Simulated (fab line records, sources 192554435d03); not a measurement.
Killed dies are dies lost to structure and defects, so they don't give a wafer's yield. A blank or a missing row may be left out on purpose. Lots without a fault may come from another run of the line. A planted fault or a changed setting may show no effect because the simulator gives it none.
Split-lot experiment | flow n5_finfet | 7 lots, 39 wafers read, on a route of 1938 steps

THE SPLIT
At N5_HKMG_FIN_ETCH_58 (etches SOC in N2/H2, target depth 215.8 nm, time 741 s), the setting target_depth_a was moved away from the recipe's 2158 angstrom on 6 of the 39 wafers read, by +5.8% to +11.4%. The other wafers ran this setting at the recipe's value.

The reading is taken at the split's own step.

THE READING
etch.depth_nm (the simulator's own value, which no gauge read), in nm, at N5_HKMG_FIN_ETCH_58 (etches SOC in N2/H2, target depth 215.8 nm, time 741 s). The file gives no usual value for it. The 33 wafers here that ran the recipe average 216.7 nm, standard deviation 3.7 nm.

wafer  | tool, chamber at the split | target_depth_a as run, angstrom | against the recipe | etch.depth_nm, nm | against lot-mates on the recipe
L074.1 | rie_diel-04, 3             | 2158                            | recipe             | 214.5             | -
L074.2 | rie_diel-04, 2             | 2158                            | recipe             | 218.7             | -
L074.3 | rie_diel-04, 0             | 2158                            | recipe             | 212.8             | -
L074.4 | rie_diel-04, 2             | 2158                            | recipe             | 222.1             | -
L074.5 | rie_diel-04, 0             | 2158                            | recipe             | 211.7             | -
L074.6 | rie_diel-04, 3             | 2158                            | recipe             | 215.9             | -
L076.1 | rie_diel-04, 0             | 2158                            | recipe             | 215               | -
L076.2 | rie_diel-04, 1             | 2158                            | recipe             | 224.3             | -
L076.3 | rie_diel-04, 3,2           | 2158                            | recipe             | 218.4             | -
L076.5 | rie_diel-04, 3,2           | 2158                            | recipe             | 218.4             | -
L076.4 | rie_diel-04, 2             | 2158                            | recipe             | 220.1             | -
L076.6 | rie_diel-04, 1             | 2158                            | recipe             | 222.6             | -
L077.1 | rie_diel-04, 0             | 2158                            | recipe             | 211.1             | -
L077.2 | rie_diel-04, 2             | 2284                            | +5.8%              | 231.2             | +15.3
L077.3 | rie_diel-04, 1             | 2158                            | recipe             | 220.9             | -
L077.4 | rie_diel-04, 3             | 2158                            | recipe             | 215.6             | -
L077.5 | rie_diel-04, 0             | 2284                            | +5.8%              | 224.9             | +9.0
L077.6 | rie_diel-04, 1             | 2284                            | +5.8%              | 232.9             | +17.0
L079.1 | rie_diel-05, 0             | 2158                            | recipe             | 218.3             | -
L079.2 | rie_diel-05, 3             | 2158                            | recipe             | 217.3             | -
L079.3 | rie_diel-05, 1             | 2158                            | recipe             | 217.1             | -
L079.4 | rie_diel-05, 2             | 2158                            | recipe             | 210.8             | -
L079.5 | rie_diel-05, 3             | 2158                            | recipe             | 216.6             | -
L079.6 | rie_diel-05, 0             | 2158                            | recipe             | 220.4             | -
L085.1 | rie_diel-04, 2             | 2403                            | +11.4%             | 246.6             | +29.3
L085.2 | rie_diel-04, 1             | 2158                            | recipe             | 222.1             | -
L085.3 | rie_diel-04, 0             | 2158                            | recipe             | 212.9             | -
L085.4 | rie_diel-04, 3             | 2158                            | recipe             | 216.8             | -
L085.5 | rie_diel-04, 1             | 2403                            | +11.4%             | 248.2             | +30.9
L085.6 | rie_diel-04, 2             | 2403                            | +11.4%             | 245.9             | +28.6
L090.1 | rie_diel-05, 2             | 2158                            | recipe             | 212.7             | -
L090.2 | rie_diel-05, 0             | 2158                            | recipe             | 217.4             | -
L090.3 | rie_diel-05, 1             | 2158                            | recipe             | 221.2             | -
L090.4 | rie_diel-05, 3             | 2158                            | recipe             | 216.9             | -
L090.5 | rie_diel-05, 3             | 2158                            | recipe             | 217.9             | -
L090.6 | rie_diel-05, 2             | 2158                            | recipe             | 212.9             | -
L091.4 | rie_diel-02, 1             | 2158                            | recipe             | 212.7             | -
L091.5 | rie_diel-02, 2             | 2158                            | recipe             | 211.6             | -
L091.6 | rie_diel-02, 3             | 2158                            | recipe             | 213.8             | -
Where a row lists several chambers, the file gives one row for several wafers and doesn't say which wafer went through which chamber.

THE FIT
A straight line over all 39 wafers: etch.depth_nm changes by +2.58 nm for each +1% of target_depth_a; r = +0.92; the points scatter about the line by 3.7 nm.
The same after taking each lot's own level away (the mean of its wafers on the recipe; 39 wafers): +2.56 nm for each +1%; r = +0.94; scatter 3.2 nm.
On that fit, the largest move of target_depth_a shifts the reading by 29 nm.
The lots' own levels span 212.70 to 219.80 nm, that is 1.9 times the standard deviation above.
So the lot-to-lot level changes the slope little: the two slopes agree.
Check: with one of the wafers moved furthest among these (+11.4%) left out of the fit, the line predicts +29 nm for it against its lot-mates. It came out at +29.3 nm against them.

OTHER SPLITS ON THESE WAFERS
These wafers also went through other splits before the reading. Each is held against what the fit with the lots' levels taken away leaves over:
other split on the same wafers        | wafers away from the commonest value | r with etch.depth_nm (lot level and that fit taken away)
N5_FIN_CUT_CUT_ETCH_26 target_depth_a | 18                                   | -0.27
N5_DUMMY_GATE_ETCH_32 time_s          | 18                                   | -0.06

THE WHOLE CHAIN: every reading that the file lists as answering this split, in the file's order
step                | what it does                                           | reading                                                                         | change (the file's fit)              | r (the file's)
N5_HKMG_FIN_ETCH_58 | etches SOC in N2/H2, target depth 215.8 nm, time 741 s | HKMG_FIN.feature_depth_nm (the simulator's own value, which no gauge read)      | +2.56 nm for each +1% of the setting | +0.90
N5_HKMG_FIN_ETCH_58 | etches SOC in N2/H2, target depth 215.8 nm, time 741 s | SOC_of_HKMG_FIN_COAT_41.thk_nm (the simulator's own value, which no gauge read) | -2.6 nm for each +1% of the setting  | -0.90
N5_HKMG_FIN_ETCH_58 | etches SOC in N2/H2, target depth 215.8 nm, time 741 s | etch.depth_nm (the simulator's own value, which no gauge read)                  | +2.56 nm for each +1% of the setting | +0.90

THE FILE'S OWN FIT
etch.depth_nm changes by +2.56 nm for each +1% of target_depth_a, r = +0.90.
